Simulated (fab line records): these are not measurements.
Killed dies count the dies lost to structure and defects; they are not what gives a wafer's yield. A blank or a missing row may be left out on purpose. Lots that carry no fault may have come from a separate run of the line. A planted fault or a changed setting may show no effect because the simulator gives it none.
fab line records ; flow n5Finfet
record lots=5; wafers=15; lastDay=15
route steps=1938 shown BEOL_M14@1750
lots with no fault: from the same line, run without faults
startH: the number of hours between the record's first day and the start of the first shown wafer of the lot ; waitH: hours from the lot's prior step to this one ; " the same as in the row above ; L1.1+2: a single row standing in for several wafers ; - no value, or no start was given ; * or withheld: withheld ; < > ~ a bound
route shown NAME@n: a module of which the file shows steps, and the number in the route of the first ; usual: average and standard deviation across the fault-free wafers ; same: alike in all rows ; chamber/n: place in a boat ; sites: each site's reading ; _std_site: how widely they spread, as a standard deviation ; _edge_site: the outer-site mean with the inner-site mean subtracted ; radiusMm: for every site, how far away it sits from the centre of the wafer ; mask NAME#n: copy n ; behind: the most recent tool/chamber to have shaped the wafer ; hold: why the lot was held/for how many hours/how that ended ; device: the n, p or np transistor that did not switch ; end of line: the route-end tests of the same wafers ; step lacking rows: just its recipe ; killed: not the wafer's yield, but the dies lost to structure and defects at the first sort ; map: per-die view of a wafer (x killed, . not killed, _ where there is no die)
set.NAME: the setting the step ran with; set.NAME@STEP: the setting that earlier step ran with ; model.NAME: the simulator's own value behind a step, which no gauge read
lots at some steps of the route; a table a step, a row a wafer
services: the hour from which a tool's chamber was out of use, counted from the record's first day as startH (under 0 if before that day), plus the number of hours and why
## steps
# step N5_BEOL_M14_ETCH_67
# recipe chemistry=CF4; target=SiARC; targetDepthA=1430; timeS=238.3; ionEnergyEv=80; pressureMtorr=40; sourceW=545; biasW=36; Ar_flow_sccm=100; cf4FlowSccm=100; ends=cleared
# usual drypumpMotorCurrentA=5.8/0.5; etchRfOnTimeS=237/4.2; oesProductAu=0.65/0.059; rfVppV=184.3/1.1; showerheadPlenumPTorr=2.16/0.043; throttleValvePct=15.73/0.3
lot.wafer;tool;chamber;startH;waitH;drypumpMotorCurrentA;etchRfOnTimeS;oesProductAu;rfHoursCounterH;rfVppV;showerheadPlenumPTorr;throttleValvePct
L336.1;rieDiel-02;0;257.41;0.0;6.5;235;0.71;86;186.5;2.24;15.60
L336.3;rieDiel-02;3;257.41;0.0;5.9;238;0.63;149;185.5;2.14;15.96
L336.4;rieDiel-02;3;257.41;0.0;5.9;236;0.63;-;185.1;2.14;15.97
L338.2;rieDiel-06;3;275.03;0.0;5.7;237;0.68;120;184.0;2.16;15.75
L338.4;rieDiel-06;1;275.03;0.0;5.7;231;0.59;238;185.5;2.20;15.83
L338.6;rieDiel-06;1;275.03;0.0;5.7;234;0.59;-;184.0;2.20;15.86
L342.2;rieDiel-05;0;293.27;0.0;5.5;232;0.64;161;183.4;2.14;15.94
L342.5;rieDiel-05;1;293.27;0.0;6.2;233;0.67;-;185.2;2.15;15.77
L342.6;rieDiel-05;2;293.27;0.0;4.9;240;0.60;-;186.7;2.20;15.49
L344.1;rieDiel-05;3;307.92;0.0;5.4;240;0.66;135;184.5;2.23;15.48
L344.3;rieDiel-05;1;307.92;0.0;6.2;237;0.67;135;184.2;2.15;15.79
L344.6;rieDiel-05;0;307.92;0.0;5.5;232;0.63;-;182.9;2.14;15.96
L347.2;rieDiel-02;2;329.71;0.0;5.1;244;0.58;238;182.8;2.12;16.16
L347.4;rieDiel-02;3;329.71;0.0;5.9;234;0.62;175;184.0;2.13;16.02
L347.6;rieDiel-02;0;329.71;0.0;6.6;238;0.68;-;183.7;2.23;15.66
# step N5_BEOL_M14_ETCH_68
# recipe chemistry=N2/H2; target=SOC; maskMaterial=SiARC; sourceW=3000; biasW=350; tempC=40; timeS=450; ionEnergyEv=200; pressureMtorr=30; n2FlowSccm=200; h2FlowSccm=200
# step N5_BEOL_M14_STRIP_69
# recipe chemistry=N2/H2; tempC=40; n2FlowSccm=200; h2FlowSccm=200; rfFrequencyHz=6e+07
# step N5_BEOL_M14_TRENCH_ETCH_34
# recipe chemistry=C4F8/O2/Ar; target=SiO2; targetDepthA=5566.5; maskMaterial=SOC; heInnerTorr=15; heOuterTorr=30; timeS=126.9; ionEnergyEv=800; pressureMtorr=20; sourceW=1905; biasW=2040; Ar_flow_sccm=400; C4F8_flow_sccm=16; O2_flow_sccm=12
# usual C4F8_flow_sccm=16.01/0.051; drypumpMotorCurrentA=5.8/0.5; heOuterTorr=30.00/0.058; oes_ar_750_au=0.76/0.066; oesProductAu=0.76/0.069; rfVppV=2203/43; showerheadPlenumPTorr=3.47/0.063; throttleValvePct=31.0/0.38
lot.wafer;tool;chamber;startH;waitH;C4F8_flow_sccm;drypumpMotorCurrentA;heOuterTorr;oes_ar_750_au;oesProductAu;rfHoursCounterH;rfVppV;showerheadPlenumPTorr;throttleValvePct
L336.1;rieDiel-02;0;257.83;0.0;15.95;6.6;30.06;0.83;0.82;86;2206;3.58;30.8
L336.3;rieDiel-02;3;257.83;0.0;16.10;5.9;30.01;0.76;0.75;149;2130;3.44;31.2
L336.4;rieDiel-02;3;257.83;0.0;16.01;5.9;29.99;0.75;0.75;-;2130;3.44;31.2
L338.2;rieDiel-06;3;275.45;0.0;15.95;5.7;29.99;0.80;0.79;120;2244;3.48;31.3
L338.4;rieDiel-06;1;275.45;0.0;15.97;5.7;30.00;0.69;0.68;239;2203;3.50;30.9
L338.6;rieDiel-06;1;275.45;0.0;16.00;5.7;29.98;0.69;0.68;-;2203;3.50;30.9
L342.2;rieDiel-05;0;293.69;0.0;15.97;5.5;30.07;0.75;0.75;161;2251;3.45;31.3
L342.5;rieDiel-05;1;293.69;0.0;16.05;6.2;29.98;0.79;0.79;-;2264;3.46;31.3
L342.6;rieDiel-05;2;293.69;0.0;16.00;4.9;30.00;0.69;0.70;-;2260;3.52;30.4
L344.1;rieDiel-05;3;308.34;0.0;15.99;5.5;29.91;0.78;0.77;135;2193;3.57;30.7
L344.3;rieDiel-05;1;308.34;0.0;16.10;6.2;30.03;0.79;0.78;136;2266;3.46;31.3
L344.6;rieDiel-05;0;308.34;0.0;16.04;5.5;29.93;0.74;0.74;-;2250;3.45;31.3
L347.2;rieDiel-02;2;330.13;0.0;16.02;5.1;29.96;0.69;0.68;238;2175;3.42;31.5
L347.4;rieDiel-02;3;330.13;0.0;15.98;5.9;29.98;0.72;0.73;175;2129;3.42;31.2
L347.6;rieDiel-02;0;330.13;0.0;15.96;6.5;30.08;0.80;0.80;-;2204;3.57;30.8
# step N5_BEOL_M14_STRIP_70
# recipe chemistry=C4F8/O2/Ar; resist=SiARC; rfFrequencyHz=6e+07
# step N5_BEOL_M14_OCD_MEAS_35
# usual trenchDepthNm=558/10
lot.wafer;tool;chamber;startH;waitH;trenchDepthNm
L336.1;ocd-02;-;257.98;0.0;567
L336.3;ocd-02;-;257.98;0.0;569
L336.4;ocd-02;-;257.98;0.0;567
L338.2;ocd-02;-;275.61;0.0;559
L338.4;ocd-02;-;275.61;0.0;561
L338.6;ocd-02;-;275.61;0.0;561
L342.2;ocd-01;-;293.85;0.0;568
L342.5;ocd-01;-;293.85;0.0;560
L342.6;ocd-01;-;293.85;0.0;543
L344.1;ocd-02;-;308.50;0.0;555
L344.3;ocd-02;-;308.50;0.0;557
L344.6;ocd-02;-;308.50;0.0;572
L347.2;ocd-02;-;330.28;0.0;540
L347.4;ocd-02;-;330.28;0.0;567
L347.6;ocd-02;-;330.28;0.0;557
# step N5_BEOL_M14_STRIP_37
# recipe chemistry=O2; powerW=600; tempC=60; pressureMtorr=30; rfFrequencyHz=6e+07; biasPowerW=0; overashFraction=0.3; o2FlowSccm=225
# usual drypumpMotorCurrentA=5.8/0.47; oesProductAu=0.77/0.087; rfVppV=3.8/1; showerheadPlenumPTorr=2.11/0.049; throttleValvePct=16.8/0.32
# same overashFraction=0.3
lot.wafer;tool;chamber;startH;waitH;drypumpMotorCurrentA;oesProductAu;rfHoursCounterH;rfVppV;showerheadPlenumPTorr;throttleValvePct
L336.1;rieDiel-06;0;260.02;2.0;6.4;0.67;233;2.4;2.08;17.1
L336.3;rieDiel-06;1;260.02;2.0;5.7;0.68;234;4.7;2.17;16.9
L336.4;rieDiel-06;3;260.02;2.0;5.7;0.80;116;5.8;2.12;16.9
L338.2;rieDiel-05;3;275.64;0.0;5.4;0.77;126;4.8;2.22;16.7
L338.4;rieDiel-05;1;275.64;0.0;6.2;0.79;122;7.0;2.11;16.8
L338.6;rieDiel-05;2;275.64;0.0;4.9;0.71;-;5.6;2.16;16.5
L342.2;rieDiel-02;1;294.26;0.4;6.3;0.95;9;3.4;2.05;16.1
L342.5;rieDiel-02;1;294.26;0.4;6.2;0.97;-;5.5;2.05;16.1
L342.6;rieDiel-02;0;294.26;0.4;6.6;0.81;-;4.2;2.19;16.7
L344.1;rieDiel-02;2;312.29;3.8;5.1;0.69;230;3.7;2.09;17.2
L344.3;rieDiel-02;3;312.29;3.8;5.9;0.71;167;2.9;2.09;17.1
L344.6;rieDiel-02;1;312.29;3.8;6.2;0.94;-;3.3;2.04;16.1
L347.2;rieDiel-05;0;330.32;0.0;5.5;0.73;175;4.9;2.09;17.1
L347.4;rieDiel-05;3;330.32;0.0;5.5;0.76;142;2.3;2.21;16.7
L347.6;rieDiel-05;3;330.32;0.0;5.5;0.76;-;5.0;2.21;16.7
# step N5_BEOL_M14_ETCH_38
# recipe chemistry=CF4/N2; target=SiCN; targetDepthA=1065; taperDeg=2; timeS=120.6; ionEnergyEv=150; maskMaterial=SiO2; pressureMtorr=40; sourceW=430; biasW=70; Ar_flow_sccm=100; cf4FlowSccm=60; n2FlowSccm=60
# usual drypumpMotorCurrentA=5.8/0.47; oesProductAu=0.77/0.088; rfVppV=382.6/1.5; showerheadPlenumPTorr=2.22/0.046; throttleValvePct=15.55/0.3
lot.wafer;tool;chamber;startH;waitH;drypumpMotorCurrentA;oesProductAu;rfHoursCounterH;rfVppV;showerheadPlenumPTorr;throttleValvePct
L336.1;rieDiel-06;0;-;-;6.4;0.68;233;380.7;2.18;15.85
L336.3;rieDiel-06;1;-;-;5.7;0.70;234;383.2;2.26;15.65
L336.4;rieDiel-06;3;-;-;5.7;0.80;116;383.8;2.22;15.59
L338.2;rieDiel-05;3;-;-;5.4;0.79;126;383.7;2.30;15.28
L338.4;rieDiel-05;1;-;-;6.2;0.79;122;382.4;2.22;15.57
L338.6;rieDiel-05;2;-;-;4.9;0.70;-;384.9;2.27;15.32
L342.2;rieDiel-02;1;-;-;6.3;0.96;9;382.0;2.17;14.88
L342.5;rieDiel-02;1;-;-;6.3;0.95;-;382.1;2.17;14.88
L342.6;rieDiel-02;0;-;-;6.5;0.81;-;383.9;2.31;15.50
L344.1;rieDiel-02;2;-;-;5.1;0.68;230;381.3;2.19;15.97
L344.3;rieDiel-02;3;-;-;5.9;0.73;168;381.6;2.20;15.84
L344.6;rieDiel-02;1;-;-;6.3;0.93;-;381.4;2.17;14.89
L347.2;rieDiel-05;0;-;-;5.5;0.74;175;381.6;2.20;15.79
L347.4;rieDiel-05;3;-;-;5.5;0.76;142;385.3;2.29;15.31
L347.6;rieDiel-05;3;-;-;5.4;0.77;-;384.7;2.29;15.30
# step N5_BEOL_M14_PRECLEAN_39
# recipe chemistry=residueRemover; timeS=60; tempC=40
# step N5_BEOL_M14_SRD_40
# recipe timeS=30; tempC=23; rinseLiquid=diw; dry=n2Spin; spinRpm=1500; dryTimeS=30
# step N5_BEOL_M14_DEGAS_41
# recipe ambient=vacuum; tempC=300; timeS=60
# step N5_BEOL_M14_PRE_CLEAN_42
# recipe gas=H2/He; timeS=30; tempC=300
# step N5_BEOL_M14_SPUTTER_43
# recipe material=TaN; targetThkA=150; tempC=50; biasV=168.6; powerW=15000; chamberPressurePa=0.12; timeS=24.19
# usual throttleValvePct=30.0/1.2
lot.wafer;tool;chamber;startH;waitH;throttleValvePct;model.TaN_of_BEOL_M14_SPUTTER_43.thkNm
L336.1;pvdSputter-01;-;260.81;0.0;29.7;15
L336.3;pvdSputter-01;-;260.81;0.0;28.8;15
L336.4;pvdSputter-01;-;260.81;0.0;30.7;14.6
L338.2;pvdSputter-03;-;276.38;0.0;30.3;15
L338.4;pvdSputter-03;-;276.38;0.0;29.9;15
L338.6;pvdSputter-03;-;276.38;0.0;30.1;15
L342.2;pvdSputter-03;-;295.46;0.0;30.1;15.2
L342.5;pvdSputter-03;-;295.46;0.0;30.2;15.4
L342.6;pvdSputter-03;-;295.46;0.0;32.1;15.4
L344.1;pvdSputter-01;-;312.91;0.0;28.8;15
L344.3;pvdSputter-01;-;312.91;0.0;31.1;15
L344.6;pvdSputter-01;-;312.91;0.0;29.4;15.2
L347.2;pvdSputter-01;-;330.68;0.0;31.1;15
L347.4;pvdSputter-01;-;330.68;0.0;30.7;13
L347.6;pvdSputter-01;-;330.68;0.0;29.2;13.4
# step N5_BEOL_M14_SPUTTER_44
# recipe material=Ta; targetThkA=150; tempC=50; biasV=80; powerW=15000; chamberPressurePa=0.07; timeS=24.19
# usual throttleValvePct=30.0/1.2
lot.wafer;tool;chamber;startH;waitH;throttleValvePct
L336.1;pvdSputter-01;-;260.89;0.0;29.3
L336.3;pvdSputter-01;-;260.89;0.0;29.1
L336.4;pvdSputter-01;-;260.89;0.0;30.8
L338.2;pvdSputter-03;-;276.46;0.0;30.3
L338.4;pvdSputter-03;-;276.46;0.0;30.0
L338.6;pvdSputter-03;-;276.46;0.0;29.8
L342.2;pvdSputter-03;-;295.54;0.0;30.0
L342.5;pvdSputter-03;-;295.54;0.0;30.5
L342.6;pvdSputter-03;-;295.54;0.0;31.9
L344.1;pvdSputter-01;-;312.99;0.0;28.9
L344.3;pvdSputter-01;-;312.99;0.0;31.2
L344.6;pvdSputter-01;-;312.99;0.0;29.6
L347.2;pvdSputter-01;-;330.76;0.0;31.2
L347.4;pvdSputter-01;-;330.76;0.0;30.5
L347.6;pvdSputter-01;-;330.76;0.0;29.4
# step N5_BEOL_M14_SPUTTER_45
# recipe material=Cu; targetThkA=1000; tempC=-20; biasV=60; powerW=26000; chamberPressurePa=0.13; timeS=16.67
# step N5_BEOL_M14_ECD_47
# recipe material=Cu; targetThkA=12480
# step N5_BEOL_M14_ANNEAL_48
# recipe tempC=225; timeS=90; ambient=N2
# step N5_BEOL_M14_CMP_49
# recipe stopOn=SiO2; tOverpolishS=5.2; downForcePsi=2; platenRpm=80; clearingPlatenDownForcePsi=2; clearingPlatenRpm=80; postCmpClean=cuAlkaline; targetThkNm=560; clearingPlatenPadVelocityMS=1.5917; padVelocityMS=1.5917
# usual barrierFieldEndpointS=11.39/0.27; headPressurePsi=2.000/0.004; motorCurrentA=8.2/0.85; slurryFlowMlMin=150.0/0.5
lot.wafer;tool;chamber;startH;waitH;barrierFieldEndpointS;headPressurePsi;motorCurrentA;slurryFlowMlMin
L336.4;cmp-01;3;261.57;0.1;11.05;2.008;8.0;151.1
L336.3;cmp-01;1;261.57;0.1;11.10;1.998;9.2;149.8
L336.1;cmp-01;2;261.57;0.1;11.03;1.996;7.6;149.9
L338.4;cmp-04;0;277.20;0.2;11.39;1.999;9.3;149.8
L338.2;cmp-04;1;277.20;0.2;11.50;2.001;7.4;150.0
L338.6;cmp-04;3;277.20;0.2;11.17;1.998;8.9;149.7
L342.2;cmp-04;3;296.22;0.2;11.19;1.998;8.9;149.8
L342.5;cmp-04;3;296.22;0.2;11.68;2.002;9.4;150.3
L342.6;cmp-04;0;296.22;0.2;11.84;1.998;9.4;150.2
L344.1;cmp-03;2;314.11;0.3;11.32;1.996;6.9;151.1
L344.3;cmp-03;1;314.11;0.3;11.38;1.998;9.8;150.3
L344.6;cmp-03;3;314.11;0.3;11.71;2.001;8.1;150.0
L347.2;cmp-04;3;331.45;0.2;11.22;2.004;9.4;150.2
L347.4;cmp-04;0;331.45;0.2;10.63;1.996;9.7;150.2
L347.6;cmp-04;3;331.45;0.2;10.21;2.008;9.8;150.5
# step N5_BEOL_M14_THK_MEAS_50
# recipe thkMeasGauge=xrf; reads=Cu_of_BEOL_M14_ECD_47
# usual M14_THK=530/9.5
lot.wafer;tool;chamber;startH;waitH;M14_THK[nm]
L336.1;filmMetro-02;-;261.87;-;534
L336.3;filmMetro-02;-;261.87;-;535
L336.4;filmMetro-02;-;261.87;-;536
L338.2;filmMetro-02;-;277.46;-;530
L338.4;filmMetro-02;-;277.46;-;530
L338.6;filmMetro-02;-;277.46;-;530
L342.2;filmMetro-01;-;296.52;-;539
L342.5;filmMetro-01;-;296.52;-;532
L342.6;filmMetro-01;-;296.52;-;516
L344.1;filmMetro-02;-;314.40;-;522
L344.3;filmMetro-02;-;314.40;-;522
L344.6;filmMetro-02;-;314.40;-;539
L347.2;filmMetro-02;-;331.74;-;510
L347.4;filmMetro-02;-;331.74;-;540
L347.6;filmMetro-02;-;331.74;-;528
## services
tool;chamber;startH;hours;kind
rieDiel-06;-;242.52;0.3;repair
cmp-01;-;245.17;0.8;repair
cmp-03;-;249.92;4.0;pm
rieDiel-02;1;251.75;-;clean
rieDiel-02;1;251.75;-;consumableReplace:focusRing
rieDiel-02;1;251.75;19.5;scheduledDown
rieDiel-02;1;251.75;19.5;ventCycle
cmp-04;-;254.89;5.3;pm
cmp-03;-;269.87;0.8;repair
cmp-03;-;277.03;0.6;repair
cmp-01;-;278.41;0.9;repair
rieDiel-06;0;289.58;6.3;repair
cmp-03;-;290.48;0.4;repair
rieDiel-05;3;300.97;6.5;repair
rieDiel-06;1;305.30;-;clean
rieDiel-06;1;305.30;-;consumableReplace:focusRing
rieDiel-06;1;305.30;21.1;scheduledDown
rieDiel-06;1;305.30;21.1;ventCycle
cmp-01;-;308.00;1.2;repair
rieDiel-02;0;313.14;13.1;repair
cmp-03;-;318.91;0.3;repair
rieDiel-06;0;326.61;-;clean
rieDiel-06;0;326.61;-;consumableReplace:focusRing
rieDiel-06;0;326.61;19.2;scheduledDown
## key
firstSign step=N5_BEOL_M14_CMP_49; reading=barrierFieldEndpointS; direction=down; sigmas=3.5; usual=11.39; struck=10.42
effect none on later readings
modelEffect step=N5_BEOL_M14_SPUTTER_43; value=TaN_of_BEOL_M14_SPUTTER_43.thkNm; without=15; struck=13.2
metAt N5_BEOL_M14_SPUTTER_43
struckWafers L347.4,L347.6
onsetBetween 312.91 330.68
fault kind=processParameterDrift; tool=pvdSputter-01; chamber=-; onsetH=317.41; steps=N5_BEOL_M14_SPUTTER_43; channel=timeS; offset=*; shape=step; endH=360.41; scope=struckWafersOnly; actsIn=*; stated=*
